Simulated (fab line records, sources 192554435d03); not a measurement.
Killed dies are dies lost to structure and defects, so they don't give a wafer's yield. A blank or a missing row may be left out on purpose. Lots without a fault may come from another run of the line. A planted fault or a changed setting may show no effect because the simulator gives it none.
Which tool did it? | flow n5_finfet | 10 lots, 29 wafers sampled, at 3 steps of a route of 1938

WHAT THE GAUGES READ, wafer by wafer
N5_BEOL_M10_OCD_MEAS_38.
lot  | measured     | on     | trench_depth_nm (nm)
L467 | day 11 15:29 | ocd-01 | 146.2 153.0
L466 | day 11 23:16 | ocd-02 | 151.5 147.9 146.0
L471 | day 12 22:23 | ocd-02 | 147.3 149.7 152.4
L475 | day 14 09:16 | ocd-01 | 146.4 144.4 148.2
L479 | day 16 01:33 | ocd-02 | - - -
L481 | day 16 01:17 | ocd-02 | - - -
L483 | day 16 02:09 | ocd-02 | 147.7 145.7 145.8
L485 | day 16 12:32 | ocd-02 | 148.6 150.5 148.0
L487 | day 17 09:36 | ocd-01 | 150.9 150.5 147.1
L488 | day 17 09:26 | ocd-01 | 147.2 144.5 146.2

WHICH TOOL RAN EACH LOT (tool, then ch and the chambers of the sampled wafers, then the start)
lot  | N5_BEOL_M9_ETCH_41                            | N5_BEOL_M10_ILD_DEP_00
L467 | rie_diel-05 ch 1,2, day 11 10:54 or earlier   | pecvd-03 ch 0,2, day 11 10:58
L466 | rie_diel-05 ch 0,2, day 11 17:48 or earlier   | pecvd-02 ch 0,2, day 11 17:53
L471 | rie_diel-05 ch 1,2,3, day 12 17:49 or earlier | pecvd-03 ch 0,1,2, day 12 17:52
L475 | rie_diel-01 ch 2,3, day 14 02:43 or earlier   | pecvd-02 ch 0,1, day 14 02:46
L479 | rie_diel-05 ch 0,1,2, day 15 19:58 or earlier | pecvd-04 ch 1,2, day 15 20:02
L481 | rie_diel-05 ch 0,1,3, day 15 19:23 or earlier | pecvd-02 ch 0,1,2, day 15 19:27
L483 | rie_diel-05 ch 0,1,3, day 15 20:41 or earlier | pecvd-02 ch 0,1, day 15 20:45
L485 | rie_diel-02 ch 0,1,3, day 16 09:09 or earlier | pecvd-04 ch 0,1, day 16 09:14
L487 | rie_diel-01 ch 0,1,2, day 17 01:50 or earlier | pecvd-04 ch 0,1, day 17 01:53
L488 | rie_diel-05 ch 1,2,3, day 17 01:44 or earlier | pecvd-03 ch 0,2, day 17 01:49
- N5_BEOL_M9_ETCH_41: etches SiCN in CH3F/O2, target depth 36.6 nm, time 70.1 s.
- N5_BEOL_M10_ILD_DEP_00: deposits SiCOH lowk from DEMS/porogen, target thk 308.51 nm, time 58 s.

THE ANSWER, worked out from the rows above alone
Rule: what is usual is taken from the lots themselves. Put in order of their means at a reading, lots are off if they are a third of the lots or fewer, leave a main group of 4 or more, and stand apart from it by a gap of 3 or more times the standard deviation of the main group's means; of several such gaps the widest counts. A main group whose means are all the same, to the digits that the tables above print for the reading, isn't used. A lot without any number at a reading at which 4 lots or more have one is off too. The other lots that the step has rows for count as sound.
Off: L479, L481, at N5_BEOL_M10_OCD_MEAS_38 (trench_depth_nm). Without a number there: L479, L481. The main group: mean 148.1 nm, standard deviation 1.5.
A tool fits if, at a process step before that reading, it ran every lot that is off, and no sound lot after the first of them. The gauges at N5_BEOL_M10_OCD_MEAS_38 are tried like those tools. N5_BEOL_M9_ETCH_41 gives no start for some lots, so the hours and the order of its lots are those of N5_BEOL_M9_RS_MEAS_57. None of those tried fits.

WHAT THE SIMULATOR HAD PUT IN
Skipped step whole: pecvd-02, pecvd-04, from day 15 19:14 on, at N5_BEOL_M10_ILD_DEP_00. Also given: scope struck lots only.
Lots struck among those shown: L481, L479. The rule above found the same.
